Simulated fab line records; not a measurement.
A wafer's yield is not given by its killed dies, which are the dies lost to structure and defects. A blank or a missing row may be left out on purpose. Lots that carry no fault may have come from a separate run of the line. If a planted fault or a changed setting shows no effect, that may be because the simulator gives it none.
Split-lot experiment ; flow n5 finfet ; 21 wafers read across 7 lots, on a route 1938 steps long

ABOUT THE SPLIT
At N5_FIN_SAQP_SPACER1_ALD_24 (deposits SiO2, target thk 20.3 nm, pulse time 1 s, purge time 2 s), the setting ald cycles was moved away from the recipe's 218 on 8 of the 21 wafers read, by -14.7% to +15.1%. This setting was run at the recipe's value on the other wafers.

FROM THE SPLIT TO THE READING: what the file shows between them, 2 steps
- N5_FIN_SAQP_SPACER1_ETCHBACK_25: etches SiO2 in CHF3/O2, target depth 24.4 nm, time 12.2 s
- N5_FIN_SAQP_MANDREL1_REMOVE_56: chemistry HBr/Cl2/O2, target a-Si, stops on SiNx, bt time 10 s

THE READING
Shown in nm: cd nm at N5_FIN_SAQP_CD_MEAS_27, with target cd 20 nm. Typical for fault-free wafers on this fab line: 20.33 nm, with standard deviation 0.25 nm.

wafer;tool, chamber at the split;ald cycles as run;against the recipe;cd nm, nm;against lot-mates on the recipe
L075.1;ald sin-03, 3;188;-13.8%;17.48;-2.81
L075.3;ald sin-03, 1;218;recipe;20.29;-
L075.6;ald sin-03, 2;188;-13.8%;17.32;-2.97
L080.2;ald sin-04, 1;186;-14.7%;17.29;-3.57
L080.3;ald sin-04, 3;186;-14.7%;17.44;-3.42
L080.5;ald sin-04, 3;218;recipe;20.86;-
L084.1;ald sin-03, 0;218;recipe;20.26;-
L084.5;ald sin-03, 1;218;recipe;20.12;-
L084.6;ald sin-03, 2;204;-6.4%;19.10;-1.09
L085.3;ald sin-04, 3;218;recipe;20.20;-
L085.5;ald sin-04, 0;218;recipe;20.48;-
L085.6;ald sin-04, 3;218;recipe;20.22;-
L089.2;ald sin-04, 0;251;+15.1%;23.13;+2.75
L089.5;ald sin-04, 2;218;recipe;20.74;-
L089.6;ald sin-04, 1;218;recipe;20.02;-
L094.1;ald sin-03, 1;230;+5.5%;21.23;+0.90
L094.2;ald sin-03, 0;218;recipe;20.17;-
L094.4;ald sin-03, 3;218;recipe;20.49;-
L096.1;ald sin-03, 3,1;218;recipe;20.24;-
L096.3;ald sin-03, 3,1;218;recipe;19.95;-
L096.6;ald sin-03, 1;199;-8.7%;18.67;-1.42
If several chambers appear in one row, that row covers several wafers at once and the file leaves open which wafer was in which chamber.

THE FIT
A straight line over all 21 wafers: cd nm changes by +0.198 nm for each +1% of ald cycles; r = +0.99; the points scatter about the line by 0.23 nm.
The same after taking each lot's own level away (the mean of its wafers on the recipe; 21 wafers): +0.207 nm for each +1%; r = +0.99; scatter 0.25 nm.
On that fit, the largest move of ald cycles shifts the reading by 3.1 nm.
The span of the lots' own levels, 20.095 to 20.860 nm, comes to 3.1 times the standard deviation stated above.
So the lot-to-lot level changes the slope little: the two slopes agree.
Check: with one of the wafers moved furthest among these (+15.1%) left out of the fit, the line predicts +3.26 nm for it against its lot-mates. Against them it came out at +2.75 nm.

THESE WAFERS: OTHER SPLITS
Other splits were also applied to these wafers ahead of the reading. Each is held against what the fit with the lots' levels taken away leaves over:
other split on the same wafers;wafers away from the commonest value;r with cd nm (lot level and that fit taken away)
N5_ZERO_LAYER_EXPOSE_08 dose mj;5;+0.15
N5_WELL_APT_COAT_02 spin rpm;6;+0.19

THE WHOLE CHAIN: every reading that the file lists as answering this split, in the file's order
step;what it does;reading;change (the file's fit);r (the file's)
N5_FIN_SAQP_SPACER1_ALD_24;deposits SiO2, target thk 20.3 nm, pulse time 1 s, purge time 2 s;SiO2_of_FIN_SAQP_SPACER1_ALD_24.thk nm (the simulator's own value, which no gauge read);+0.204 nm for each +1% of the setting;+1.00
N5_FIN_SAQP_MANDREL1_REMOVE_56;chemistry HBr/Cl2/O2, target a-Si, stops on SiNx, bt time 10 s;FIN_SAQP.cd nm (the simulator's own value, which no gauge read);+0.206 nm for each +1% of the setting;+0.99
N5_FIN_SAQP_CD_MEAS_27;target cd 20 nm;cd nm;+0.201 nm for each +1% of the setting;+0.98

THE FILE'S OWN FIT
cd nm changes by +0.201 nm for each +1% of ald cycles, r = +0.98.
